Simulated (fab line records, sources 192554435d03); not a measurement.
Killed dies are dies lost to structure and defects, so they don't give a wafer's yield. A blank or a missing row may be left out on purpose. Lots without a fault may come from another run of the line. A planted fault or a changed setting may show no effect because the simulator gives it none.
Which tool did it? | flow n5_finfet | 24 lots, 72 wafers sampled, at 6 steps of a route of 1938

WHAT THE GAUGES READ, wafer by wafer
N5_BEOL_M13_CD_MEAS_28: target cd 209.5 nm. Usual: cd_nm 209.4 nm, standard deviation 1.2.
lot  | measured     | on        | cd_nm (nm)        | flag
L075 | day 11 17:27 | cd_sem-03 | 208.5 209.1 209.0 |
L074 | day 12 00:41 | cd_sem-03 | 208.5 208.9 209.1 |
L076 | day 12 07:28 | cd_sem-01 | 208.9 208.5 206.5 |
L080 | day 12 21:12 | cd_sem-01 | 210.2 212.1 208.6 |
L078 | day 13 00:43 | cd_sem-01 | 209.8 210.1 210.0 |
L077 | day 13 03:08 | cd_sem-02 | 210.6 210.8 210.5 |
L079 | day 13 10:31 | cd_sem-02 | 208.4 209.6 209.6 |
L081 | day 14 05:19 | cd_sem-01 | 208.3 208.1 209.1 |
L082 | day 14 06:44 | cd_sem-01 | 211.2 210.2 210.7 |
L083 | day 14 17:06 | cd_sem-01 | 209.2 210.3 210.3 |
L084 | day 14 21:58 | cd_sem-03 | 209.0 212.1 211.9 |
L086 | day 15 13:29 | cd_sem-03 | 209.6 209.4 208.7 |
L085 | day 15 13:53 | cd_sem-02 | 211.0 208.4 207.4 |
L088 | day 15 23:23 | cd_sem-03 | 212.1 209.1 209.5 |
L089 | day 16 05:04 | cd_sem-01 | 210.0 210.4 210.2 |
L087 | day 16 07:50 | cd_sem-01 | 209.6 208.9 209.5 |
L093 | day 16 14:24 | cd_sem-01 | 209.0 210.4 208.4 |
L091 | day 16 18:02 | cd_sem-03 | 207.0 208.0 209.1 |
L090 | day 17 02:37 | cd_sem-03 | 206.8 207.6 207.9 |
L092 | day 17 11:01 | cd_sem-01 | 209.0 208.9 208.4 |
L094 | day 17 11:32 | cd_sem-01 | 210.4 209.6 211.8 |
L095 | day 17 11:56 | cd_sem-03 | 207.7 208.7 208.8 |
L096 | day 18 09:03 | cd_sem-02 | 210.2 211.9 210.4 |
L097 | day 19 02:07 | cd_sem-01 | 210.3 208.7 207.5 |

N5_BEOL_M13_INSPECT_30: inspects for defects (macro). Usual: raw_defect_count 1.9, standard deviation 1.4.
lot  | measured     | on                | raw_defect_count | flag
L075 | day 11 17:30 | defect_inspect-01 | 0 2 0            |
L074 | day 12 00:44 | defect_inspect-01 | 3 0 3            |
L076 | day 12 07:31 | defect_inspect-01 | 2 4 5            |
L080 | day 12 21:15 | defect_inspect-02 | 2 1 2            |
L078 | day 13 00:46 | defect_inspect-01 | 3 0 0            |
L077 | day 13 03:11 | defect_inspect-02 | 3 3 2            |
L079 | day 13 10:34 | defect_inspect-01 | 2 5 2            |
L081 | day 14 05:22 | defect_inspect-02 | 1 0 2            |
L082 | day 14 06:48 | defect_inspect-02 | 1 2 0            |
L083 | day 14 17:09 | defect_inspect-01 | 5 1 1            |
L084 | day 14 22:01 | defect_inspect-01 | 3 3 0            |
L086 | day 15 13:32 | defect_inspect-02 | 4 1 1            |
L085 | day 15 13:57 | defect_inspect-02 | 4 2 1            |
L088 | day 15 23:26 | defect_inspect-01 | 2 3 0            |
L089 | day 16 05:07 | defect_inspect-01 | 3 1 2            |
L087 | day 16 07:54 | defect_inspect-01 | 4 0 4            |
L093 | day 16 14:28 | defect_inspect-01 | 1 1 0            |
L091 | day 16 18:05 | defect_inspect-02 | 5 0 1            |
L090 | day 17 02:40 | defect_inspect-02 | 2 1 1            |
L092 | day 17 11:04 | defect_inspect-02 | 2 0 2            |
L094 | day 17 11:35 | defect_inspect-02 | 1 2 2            |
L095 | day 17 11:59 | defect_inspect-01 | 6 4 1            |
L096 | day 18 09:07 | defect_inspect-01 | 6 1 1            |
L097 | day 19 02:10 | defect_inspect-02 | 1 3 2            |

N5_BEOL_M13_RS_MEAS_54: measures by four-point-probe. Usual: M13_RS 0.0452 ohm/sq, standard deviation 0.00082.
lot  | measured     | on            | M13_RS (ohm/sq)      | flag
L075 | day 11 20:36 | film_metro-01 | 0.0443 0.0457 0.0459 |
L074 | day 12 05:24 | film_metro-02 | 0.0457 0.0450 0.0461 |
L076 | day 12 13:49 | film_metro-02 | 0.0444 0.0456 0.0450 |
L080 | day 13 00:24 | film_metro-01 | 0.0455 0.0444 0.0437 |
L078 | day 13 07:53 | film_metro-02 | 0.0454 0.0436 0.0460 |
L077 | day 13 08:10 | film_metro-01 | 0.0458 0.0445 0.0450 |
L079 | day 13 17:51 | film_metro-01 | 0.0455 0.0446 0.0461 |
L081 | day 14 08:43 | film_metro-02 | 0.0453 0.0438 0.0441 |
L082 | day 14 12:28 | film_metro-02 | 0.0457 0.0452 0.0448 |
L083 | day 14 21:53 | film_metro-02 | 0.0455 0.0467 0.0456 |
L084 | day 15 01:40 | film_metro-02 | 0.0458 0.0459 0.0450 |
L086 | day 15 15:48 | film_metro-02 | 0.0447 0.0454 0.0460 |
L085 | day 15 21:17 | film_metro-02 | 0.0455 0.0464 0.0448 |
L088 | day 16 03:13 | film_metro-01 | 0.0458 0.0452 0.0451 |
L089 | day 16 13:16 | film_metro-02 | 0.0451 0.0435 0.0446 |
L087 | day 16 14:18 | film_metro-01 | 0.0439 0.0463 0.0439 |
L093 | day 16 16:50 | film_metro-02 | 0.0446 0.0444 0.0447 |
L091 | day 16 21:38 | film_metro-02 | 0.0446 0.0450 0.0447 |
L090 | day 17 09:56 | film_metro-01 | 0.0459 0.0460 0.0443 |
L092 | day 17 13:46 | film_metro-02 | 0.0462 0.0461 0.0442 |
L094 | day 17 16:47 | film_metro-01 | 0.0448 0.0447 0.0447 |
L095 | day 17 17:28 | film_metro-01 | 0.0448 0.0454 0.0453 |
L096 | day 18 12:20 | film_metro-01 | 0.0453 0.0457 0.0451 |
L097 | day 19 05:20 | film_metro-02 | 0.0442 0.0446 0.0441 |

N5_BEOL_M14_OVL_MEAS_29. Usual: M14_OVL -2 nm, standard deviation 5.2.
lot  | measured     | on         | M14_OVL (nm) | flag
L075 | day 11 22:10 | overlay-02 | 1 -1 2       |
L074 | day 12 06:58 | overlay-01 | -2 6 -1      |
L076 | day 12 15:25 | overlay-01 | 2 -1 -2      |
L080 | day 13 02:02 | overlay-02 | 2 1 3        |
L078 | day 13 09:19 | overlay-02 | 8 3 -2       |
L077 | day 13 09:36 | overlay-01 | -4 -7 -1     |
L079 | day 13 19:17 | overlay-01 | 2 -8 -6      |
L081 | day 14 10:19 | overlay-01 | -11 -13 -9   |
L082 | day 14 14:08 | overlay-02 | -10 -12 -2   |
L083 | day 14 23:35 | overlay-01 | -2 3 -7      |
L084 | day 15 03:13 | overlay-01 | 6 5 -1       |
L086 | day 15 17:20 | overlay-01 | 0 -4 -5      |
L085 | day 16 00:10 | overlay-02 | -3 0 0       |
L088 | day 16 04:42 | overlay-02 | -8 -10 -2    |
L089 | day 16 14:48 | overlay-02 | -8 -7 -5     |
L087 | day 16 16:30 | overlay-02 | 2 4 -1       |
L093 | day 16 18:24 | overlay-01 | 0 7 2        |
L091 | day 16 23:13 | overlay-01 | -7 -8 -12    |
L090 | day 17 11:27 | overlay-01 | 3 -4 -4      |
L092 | day 17 15:34 | overlay-02 | -7 -6 -5     |
L094 | day 17 18:22 | overlay-02 | 8 11 5       |
L095 | day 17 19:10 | overlay-01 | -8 -3 -6     |
L096 | day 18 13:46 | overlay-01 | -4 -7 0      |
L097 | day 19 07:30 | overlay-02 | 2 -6 5       |

WHICH TOOL RAN EACH LOT (tool, then ch and the chambers of the sampled wafers, then the start)
lot  | N5_BEOL_M13_TRENCH_ETCH_34         | N5_BEOL_M13_ANNEAL_48
L075 | rie_diel-06 ch 0,1,2, day 11 17:56 | rtp_anneal-01 ch 0, day 11 19:53
L074 | rie_diel-02 ch 0,1,2, day 12 01:10 | rtp_anneal-02 ch 0, day 12 04:44
L076 | rie_diel-02 ch 1,3, day 12 07:57   | rtp_anneal-02 ch 0, day 12 13:05
L080 | rie_diel-05 ch 0,1,3, day 12 21:56 | rtp_anneal-02 ch 0, day 12 23:43
L078 | rie_diel-02 ch 0,2,3, day 13 01:13 | rtp_anneal-02 ch 0, day 13 07:10
L077 | rie_diel-06 ch 0,2,3, day 13 03:38 | rtp_anneal-02 ch 0, day 13 07:26
L079 | rie_diel-06 ch 0,2,3, day 13 11:07 | rtp_anneal-01 ch 0, day 13 17:07
L081 | rie_diel-06 ch 0,1,3, day 14 06:03 | rtp_anneal-01 ch 0, day 14 08:00
L082 | rie_diel-05 ch 0,1,2, day 14 07:18 | rtp_anneal-01 ch 0, day 14 11:47
L083 | rie_diel-05 ch 0,1,2, day 14 17:35 | rtp_anneal-02 ch 0, day 14 21:10
L084 | rie_diel-02 ch 0,1,2, day 14 22:27 | rtp_anneal-01 ch 0, day 15 00:56
L086 | rie_diel-02 ch 0,1,2, day 15 14:04 | rtp_anneal-01 ch 0, day 15 15:05
L085 | rie_diel-06 ch 0,2,3, day 15 14:23 | rtp_anneal-01 ch 0, day 15 20:34
L088 | rie_diel-06 ch 0,2, day 16 00:06   | rtp_anneal-02 ch 0, day 16 02:32
L089 | rie_diel-02 ch 1,2,3, day 16 05:47 | rtp_anneal-01 ch 0, day 16 12:33
L087 | rie_diel-02 ch 0,3, day 16 08:20   | rtp_anneal-02 ch 0, day 16 13:34
L093 | rie_diel-05 ch 0,1,3, day 16 14:53 | rtp_anneal-02 ch 0, day 16 16:10
L091 | rie_diel-05 ch 0,2,3, day 16 18:31 | rtp_anneal-02 ch 0, day 16 20:55
L090 | rie_diel-06 ch 1,2, day 17 03:07   | rtp_anneal-01 ch 0, day 17 09:19
L092 | rie_diel-06 ch 0,2,3, day 17 11:29 | rtp_anneal-02 ch 0, day 17 13:10
L094 | rie_diel-05 ch 0,1,2, day 17 12:32 | rtp_anneal-01 ch 0, day 17 16:02
L095 | rie_diel-06 ch 0,1, day 17 12:56   | rtp_anneal-02 ch 0, day 17 16:43
L096 | rie_diel-05 ch 0,3, day 18 09:33   | rtp_anneal-01 ch 0, day 18 11:37
L097 | rie_diel-05 ch 0,2,3, day 19 02:45 | rtp_anneal-02 ch 0, day 19 04:37
- N5_BEOL_M13_TRENCH_ETCH_34: etches SiOC in C4F8/O2/Ar, target depth 413.47 nm, time 162.6 s.
- N5_BEOL_M13_ANNEAL_48: time 90 s.

WHAT THE TOOLS THEMSELVES READ (means of the sampled wafers that have a number; where no wafer has one, the mark that the record gives instead)
N5_BEOL_M13_TRENCH_ETCH_34. Usual: chamber_pressure_mTorr 30.00 mTorr, standard deviation 0.03; drypump_motor_current_A 5.6 A, standard deviation 0.4; oes_product_au 0.78 a.u., standard deviation 0.082; rf_fwd_power_W 2989 W, standard deviation 8.9; rf_vpp_V 664.9 V, standard deviation 2.6; showerhead_plenum_p_Torr 3.40 Torr, standard deviation 0.09; throttle_valve_pct 24.21 %, standard deviation 0.28.
lot  | tool        | chamber_pressure_mTorr (mTorr) | drypump_motor_current_A (A) | oes_product_au (a.u.) | rf_fwd_power_W (W) | rf_vpp_V (V) | showerhead_plenum_p_Torr (Torr) | throttle_valve_pct (%) | flag
L075 | rie_diel-06 | 30.00                          | 5.8                         | 0.73                  | 2984               | 665.3        | 3.41                            | 24.35                  |
L074 | rie_diel-02 | 29.97                          | 5.6                         | 0.74                  | 2995               | 665.6        | 3.41                            | 24.32                  |
L076 | rie_diel-02 | 30.00                          | 5.6                         | 0.84                  | 2990               | 663.5        | 3.31                            | 24.09                  |
L080 | rie_diel-05 | 30.00                          | 5.3                         | 0.82                  | 2998               | 664.2        | 3.40                            | 24.13                  |
L078 | rie_diel-02 | 30.00                          | 5.6                         | 0.76                  | 2990               | 665.0        | 3.42                            | 24.24                  |
L077 | rie_diel-06 | 29.98                          | 5.5                         | 0.73                  | 2982               | 666.4        | 3.46                            | 24.42                  |
L079 | rie_diel-06 | 30.01                          | 5.5                         | 0.73                  | 2983               | 666.5        | 3.46                            | 24.42                  |
L081 | rie_diel-06 | 29.98                          | 5.8                         | 0.80                  | 2988               | 663.8        | 3.38                            | 24.24                  |
L082 | rie_diel-05 | 29.99                          | 5.7                         | 0.76                  | 2994               | 665.3        | 3.42                            | 23.97                  |
L083 | rie_diel-05 | 29.99                          | 5.7                         | 0.75                  | 2984               | 665.9        | 3.42                            | 23.98                  |
L084 | rie_diel-02 | 30.03                          | 5.6                         | 0.73                  | 2985               | 664.6        | 3.40                            | 24.35                  |
L086 | rie_diel-02 | 30.00                          | 5.6                         | 0.73                  | 2993               | 664.5        | 3.40                            | 24.36                  |
L085 | rie_diel-06 | 30.03                          | 5.5                         | 0.71                  | 2990               | 665.8        | 3.45                            | 24.44                  |
L088 | rie_diel-06 | 29.99                          | 5.3                         | 0.74                  | 2983               | 664.0        | 3.39                            | 24.54                  |
L089 | rie_diel-02 | 29.96                          | 5.8                         | 0.79                  | 2997               | 663.7        | 3.32                            | 24.09                  |
L087 | rie_diel-02 | 29.98                          | 5.5                         | 0.79                  | 2974               | 665.3        | 3.39                            | 24.21                  |
L093 | rie_diel-05 | 30.06                          | 5.3                         | 0.87                  | 2996               | 664.4        | 3.39                            | 24.08                  |
L091 | rie_diel-05 | 30.00                          | 5.5                         | 0.81                  | 2992               | 664.2        | 3.37                            | 24.10                  |
L090 | rie_diel-06 | 30.02                          | 5.9                         | 0.77                  | 2994               | 666.2        | 3.47                            | 24.24                  |
L092 | rie_diel-06 | 29.99                          | 5.5                         | 0.70                  | 2988               | 665.0        | 3.44                            | 24.46                  |
L094 | rie_diel-05 | 29.96                          | 5.7                         | 0.83                  | 2998               | 664.5        | 3.41                            | 23.93                  |
L095 | rie_diel-06 | 29.99                          | 6.1                         | 0.84                  | 2993               | 662.9        | 3.31                            | 24.09                  |
L096 | rie_diel-05 | 29.98                          | 5.2                         | 0.79                  | 2987               | 662.3        | 3.34                            | 24.18                  |
L097 | rie_diel-05 | 29.97                          | 5.5                         | 0.80                  | 2989               | 664.0        | 3.36                            | 24.13                  |

N5_BEOL_M13_ANNEAL_48. Usual: wafer_temp_C_max 226.17, standard deviation 0.29.
lot  | tool          | wafer_temp_C_max | flag
L075 | rtp_anneal-01 | 225.86           |
L074 | rtp_anneal-02 | 226.33           |
L076 | rtp_anneal-02 | 226.45           |
L080 | rtp_anneal-02 | 226.13           |
L078 | rtp_anneal-02 | 226.39           |
L077 | rtp_anneal-02 | 226.29           |
L079 | rtp_anneal-01 | 226.12           |
L081 | rtp_anneal-01 | 226.06           |
L082 | rtp_anneal-01 | 225.77           |
L083 | rtp_anneal-02 | 226.13           |
L084 | rtp_anneal-01 | 225.84           |
L086 | rtp_anneal-01 | 225.93           |
L085 | rtp_anneal-01 | 226.14           |
L088 | rtp_anneal-02 | 226.42           |
L089 | rtp_anneal-01 | 226.13           |
L087 | rtp_anneal-02 | 225.96           |
L093 | rtp_anneal-02 | 226.33           |
L091 | rtp_anneal-02 | 226.39           |
L090 | rtp_anneal-01 | 225.97           |
L092 | rtp_anneal-02 | 226.62           |
L094 | rtp_anneal-01 | 226.15           |
L095 | rtp_anneal-02 | 226.38           |
L096 | rtp_anneal-01 | 226.27           |
L097 | rtp_anneal-02 | 226.17           |

THE ANSWER, worked out from the rows above alone
Rule: a lot is off if the mean of its wafers that have a number lies more than 3 standard deviations from the usual mean. A lot without any number at a reading at which 4 lots or more have one is off too. The other lots that the step has rows for count as sound. The gauges are gone through in route order, then the tools' own readings, and for those a lot's mean is taken as printed above. The first step at which some lot is off is used, and at that step the reading that is off furthest; a lot without a number counts as furthest.
No lot is off at any reading shown: from this, nothing can be told.

WHAT THE SIMULATOR HAD PUT IN
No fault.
